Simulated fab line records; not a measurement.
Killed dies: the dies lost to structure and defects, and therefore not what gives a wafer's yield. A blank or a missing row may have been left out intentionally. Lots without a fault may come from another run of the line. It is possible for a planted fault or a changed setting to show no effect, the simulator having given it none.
Chamber matching + flow nandHarc + NHARC_A_STAIRCASE_ETCHBACK_157 on rieDiel-13 has 4 sister chambers
The step etches the open film in CH3F/O2, target depth 90 nm, time 167.14 s. 8 wafers are shown with their chamber, then 9 later ones without.

## WAFERS WITH THEIR CHAMBER
| wafer  | chamber | showerheadPlenumPTorr (Torr) | drypumpMotorCurrentA (A) |
|--------|---------|------------------------------|--------------------------|
| L074.4 | 3       | 2.32                         | 6.1                      |
| L077.3 | 1       | 2.55                         | 6.4                      |
| L079.1 | 0       | 2.33                         | 6.5                      |
| L079.4 | 2       | 2.64                         | 6.2                      |
| L079.6 | 1       | 2.55                         | 6.4                      |
| L089.2 | 2       | 2.63                         | 6.2                      |
| L089.3 | 0       | 2.32                         | 6.4                      |
| L089.4 | 3       | 2.31                         | 6.1                      |

## WAFERS WITHOUT THEIR CHAMBER
| wafer  | showerheadPlenumPTorr (Torr) | drypumpMotorCurrentA (A) |
|--------|------------------------------|--------------------------|
| L087.2 | 2.54                         | 6.4                      |
| L087.5 | 2.31                         | 6.1                      |
| L087.6 | 2.32                         | 6.4                      |
| L091.2 | 2.32                         | 6.5                      |
| L091.4 | 2.53                         | 6.4                      |
| L091.5 | 2.31                         | 6.1                      |
| L096.2 | 2.31                         | 6.4                      |
| L096.4 | 2.53                         | 6.4                      |
| L096.6 | 2.62                         | 6.3                      |

## EACH ONE'S CHAMBER
| wafer  | from the rows above | in truth |
|--------|---------------------|----------|
| L087.2 | 1                   | 1        |
| L087.5 | 3                   | 3        |
| L087.6 | 0                   | 0        |
| L091.2 | 0                   | 0        |
| L091.4 | 1                   | 1        |
| L091.5 | 3                   | 3        |
| L096.2 | 0                   | 0        |
| L096.4 | 1                   | 1        |
| L096.6 | 2                   | 2        |
Correct placement for 9 of the 9. Not placeable from these rows: 0. Wrongly placed: 0.
How it was worked out, from the rows above alone: a wafer's distance from a chamber is the root of the sum, over the readings, of the square of ((its reading less the chamber's mean) divided by the reading's scatter). The wafer belongs to the nearest chamber; if the next one is less than 2 further off, it can't be placed. A chamber's mean is the mean of its shown wafers. How the scatter is found: for the shown wafers, subtract from each reading the mean of its chamber, square and add these, divide the total by (wafers less chambers), then take the root.
